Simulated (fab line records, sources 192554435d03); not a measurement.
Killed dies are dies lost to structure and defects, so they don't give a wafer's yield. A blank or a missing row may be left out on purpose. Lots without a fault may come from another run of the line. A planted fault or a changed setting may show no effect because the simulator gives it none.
Split-lot experiment | flow n5_finfet | 7 lots, 39 wafers read, on a route of 1938 steps

THE SPLIT
At N5_BEOL_M15_ETCH_61 (etches BARC in N2/H2, target depth 89 nm, overetch 26.7 nm, time 67.9 s), the setting time_s was moved away from the recipe's 67.9 s on 15 of the 39 wafers read, by -54.6% to +30.7%. The other wafers ran this setting at the recipe's value.

The file shows no step between the split and the reading.

THE READING
coat_of_BEOL_M15_COAT_22.thk_nm (the simulator's own value, which no gauge read), in nm, at N5_BEOL_M15_TRENCH_ETCH_34 (etches SiO2 in C4F8/O2/Ar, target depth 872.93 nm, time 199 s). The file gives no usual value for it. The 24 wafers here that ran the recipe average 546.3 nm, standard deviation 7.4 nm.

wafer  | tool, chamber at the split | time_s as run, s | against the recipe | coat_of_BEOL_M15_COAT_22.thk_nm, nm | against lot-mates on the recipe
L074.1 | rie_diel-06, 3             | 35.18            | -48.2%             | 584                                 | +30.7
L074.2 | rie_diel-06, 1             | 67.9             | recipe             | 555.2                               | -
L074.3 | rie_diel-06, 2             | 67.9             | recipe             | 545.2                               | -
L074.4 | rie_diel-06, 0             | 35.18            | -48.2%             | 578.2                               | +24.9
L074.5 | rie_diel-06, 0             | 35.18            | -48.2%             | 577.8                               | +24.5
L074.6 | rie_diel-06, 1             | 67.9             | recipe             | 559.4                               | -
L075.1 | rie_diel-03, 1             | 67.9             | recipe             | 553.6                               | -
L075.2 | rie_diel-03, 0             | 30.84            | -54.6%             | 564.8                               | +19.1
L075.3 | rie_diel-03, 2             | 67.9             | recipe             | 536.6                               | -
L075.4 | rie_diel-03, 3             | 67.9             | recipe             | 546.8                               | -
L075.5 | rie_diel-03, 1             | 30.84            | -54.6%             | 586.2                               | +40.5
L075.6 | rie_diel-03, 0             | 30.84            | -54.6%             | 565.4                               | +19.7
L082.1 | rie_diel-06, 0             | 47.55            | -30.0%             | 564.6                               | +17.3
L082.2 | rie_diel-06, 2             | 67.9             | recipe             | 543.8                               | -
L082.3 | rie_diel-06, 3             | 67.9             | recipe             | 553.4                               | -
L082.4 | rie_diel-06, 1             | 47.55            | -30.0%             | 576                                 | +28.7
L082.5 | rie_diel-06, 3             | 47.55            | -30.0%             | 568.4                               | +21.1
L082.6 | rie_diel-06, 2             | 67.9             | recipe             | 544.6                               | -
L080.1 | rie_diel-03, 3             | 40.37            | -40.5%             | 575.4                               | +37.3
L080.2 | rie_diel-03, 2             | 40.37            | -40.5%             | 566.8                               | +28.7
L080.3 | rie_diel-03, 0             | 67.9             | recipe             | 536.2                               | -
L080.4 | rie_diel-03, 0             | 67.9             | recipe             | 538.2                               | -
L080.5 | rie_diel-03, 2             | 67.9             | recipe             | 540                                 | -
L080.6 | rie_diel-03, 3             | 40.37            | -40.5%             | 574.8                               | +36.7
L086.2 | rie_diel-03, 3             | 67.9             | recipe             | 548.8                               | -
L086.3 | rie_diel-03, 0             | 67.9             | recipe             | 534.6                               | -
L086.4 | rie_diel-03, 1             | 67.9             | recipe             | 558                                 | -
L090.1 | rie_diel-04, 3             | 67.9             | recipe             | 552.2                               | -
L090.2 | rie_diel-04, 2             | 67.9             | recipe             | 538                                 | -
L090.3 | rie_diel-04, 0             | 67.9             | recipe             | 548.4                               | -
L090.4 | rie_diel-04, 1             | 67.9             | recipe             | 552                                 | -
L090.5 | rie_diel-04, 1             | 67.9             | recipe             | 554                                 | -
L090.6 | rie_diel-04, 2             | 67.9             | recipe             | 537.8                               | -
L089.1 | rie_diel-06, 1             | 88.76            | +30.7%             | 537                                 | -7.5
L089.2 | rie_diel-06, 0             | 88.76            | +30.7%             | 521                                 | -23.5
L089.3 | rie_diel-06, 2             | 88.76            | +30.7%             | 525.2                               | -19.3
L089.4 | rie_diel-06, 2             | 67.9             | recipe             | 539.8                               | -
L089.5 | rie_diel-06, 0             | 67.9             | recipe             | 541.4                               | -
L089.6 | rie_diel-06, 1             | 67.9             | recipe             | 552.2                               | -

THE FIT
A straight line over all 39 wafers: coat_of_BEOL_M15_COAT_22.thk_nm changes by -0.605 nm for each +1% of time_s; r = -0.89; the points scatter about the line by 7.7 nm.
The same after taking each lot's own level away (the mean of its wafers on the recipe; 39 wafers): -0.593 nm for each +1%; r = -0.89; scatter 7.4 nm.
On that fit, the largest move of time_s shifts the reading by 32 nm.
The lots' own levels span 538.13 to 553.27 nm, that is 2.0 times the standard deviation above.
So the lot-to-lot level changes the slope little: the two slopes agree.
Check: with one of the wafers moved furthest among these (-54.6%) left out of the fit, the line predicts +34.8 nm for it against its lot-mates. It came out at +19.1 nm against them.

THE WHOLE CHAIN: every reading that the file lists as answering this split, in the file's order
step                       | what it does                                                            | reading                                                                          | change (the file's fit)                                                              | r (the file's)
N5_BEOL_M15_ETCH_61        | etches BARC in N2/H2, target depth 89 nm, overetch 26.7 nm, time 67.9 s | etch.depth_nm (the simulator's own value, which no gauge read)                   | not straight: 52.59 at the lowest setting, 89.02 at the recipe, 88.95 at the highest | not given
N5_BEOL_M15_ETCH_61        | etches BARC in N2/H2, target depth 89 nm, overetch 26.7 nm, time 67.9 s | coat_of_BEOL_M15_COAT_22.thk_nm (the simulator's own value, which no gauge read) | -0.621 nm for each +1% of the setting                                                | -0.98
N5_BEOL_M15_ETCH_61        | etches BARC in N2/H2, target depth 89 nm, overetch 26.7 nm, time 67.9 s | BEOL_M15.cd_nm (the simulator's own value, which no gauge read)                  | +0.12 nm for each +1% of the setting                                                 | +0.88
N5_BEOL_M15_TRENCH_ETCH_34 | etches SiO2 in C4F8/O2/Ar, target depth 872.93 nm, time 199 s           | coat_of_BEOL_M15_COAT_22.thk_nm (the simulator's own value, which no gauge read) | -0.604 nm for each +1% of the setting                                                | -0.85

THE FILE'S OWN FIT
coat_of_BEOL_M15_COAT_22.thk_nm changes by -0.604 nm for each +1% of time_s, r = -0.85.
